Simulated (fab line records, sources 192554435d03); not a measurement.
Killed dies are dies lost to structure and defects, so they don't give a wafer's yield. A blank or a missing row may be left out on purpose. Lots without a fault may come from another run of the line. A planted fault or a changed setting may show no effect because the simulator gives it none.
Chamber matching | flow n5_finfet | N5_BEOL_M5_STRIP_19 on rie_diel-06: 4 sister chambers
The step strips in O2. 24 wafers are shown with their chamber, then 12 later ones without.

WAFERS WITH THEIR CHAMBER
wafer  | chamber | showerhead_plenum_p_Torr (Torr) | throttle_valve_pct (%) | drypump_motor_current_A (A)
L075.1 | 3       | 1.99                            | 16.73                  | 5.1
L075.4 | 1       | 2.14                            | 16.34                  | 5.9
L075.5 | 0       | 2.14                            | 16.36                  | 5.4
L078.2 | 0       | 2.13                            | 16.39                  | 5.4
L078.5 | 3       | 1.99                            | 16.73                  | 5.1
L078.6 | 0       | 2.13                            | 16.39                  | 5.5
L080.1 | 2       | 2.20                            | 16.42                  | 5.9
L080.2 | 3       | 1.98                            | 16.73                  | 5.1
L080.6 | 1       | 2.13                            | 16.37                  | 6.0
L082.1 | 3       | 1.98                            | 16.75                  | 5.1
L082.2 | 2       | 2.20                            | 16.41                  | 6.0
L082.6 | 3       | 1.98                            | 16.75                  | 5.1
L081.1 | 1       | 2.13                            | 16.39                  | 6.0
L081.3 | 0       | 2.13                            | 16.40                  | 5.5
L081.6 | 3       | 1.98                            | 16.77                  | 5.1
L086.1 | 3       | 1.98                            | 16.75                  | 5.1
L086.4 | 2       | 2.19                            | 16.43                  | 5.9
L086.5 | 2       | 2.19                            | 16.43                  | 6.0
L085.1 | 0       | 2.13                            | 16.41                  | 5.5
L085.2 | 1       | 2.13                            | 16.37                  | 5.9
L085.6 | 3       | 1.98                            | 16.77                  | 5.1
L083.1 | 3       | 1.98                            | 16.77                  | 5.1
L083.3 | 0       | 2.13                            | 16.42                  | 5.5
L083.5 | 1       | 2.13                            | 16.39                  | 6.0

SIGNATURES (means of the wafers above)
reading                  | chamber 0 | chamber 1 | chamber 2 | chamber 3 | scatter within a chamber
showerhead_plenum_p_Torr | 2.1317    | 2.1320    | 2.1950    | 1.9822    | 0.00458
throttle_valve_pct       | 16.3950   | 16.3720   | 16.4225   | 16.7500   | 0.018
drypump_motor_current_A  | 5.467     | 5.960     | 5.950     | 5.100     | 0.042
Rule: a wafer's distance from a chamber is the root of the sum, over the readings, of the square of ((its reading less the chamber's mean) divided by the reading's scatter). The wafer belongs to the nearest chamber; if the next one is less than 2 further off, it can't be placed. The scatter: the root of (the sum of the squares of (reading less its chamber's mean) over the shown wafers, divided by (wafers less chambers)).

WAFERS WITHOUT THEIR CHAMBER
wafer  | showerhead_plenum_p_Torr (Torr) | throttle_valve_pct (%) | drypump_motor_current_A (A)
L090.1 | 1.98                            | 16.76                  | 5.1
L090.4 | 2.19                            | 16.46                  | 5.9
L090.5 | 1.98                            | 16.75                  | 5.1
L091.3 | 2.12                            | 16.40                  | 6.0
L091.4 | 2.13                            | 16.45                  | 5.5
L091.5 | 2.12                            | 16.45                  | 5.5
L093.3 | 2.12                            | 16.41                  | 6.0
L093.5 | 2.12                            | 16.40                  | 6.0
L093.6 | 2.12                            | 16.43                  | 5.5
L094.1 | 1.98                            | 16.78                  | 5.1
L094.2 | 2.13                            | 16.44                  | 5.5
L094.4 | 2.12                            | 16.42                  | 6.0

WHICH CHAMBER EACH WENT THROUGH
wafer  | from the rows above | in truth
L090.1 | 3                   | 3
L090.4 | 2                   | 2
L090.5 | 3                   | 3
L091.3 | 1                   | 1
L091.4 | 0                   | 0
L091.5 | 0                   | 0
L093.3 | 1                   | 1
L093.5 | 1                   | 1
L093.6 | 0                   | 0
L094.1 | 3                   | 3
L094.2 | 0                   | 0
L094.4 | 1                   | 1
Placed correctly: 12 of 12. Can't be placed from these rows: 0. Placed wrongly: 0.
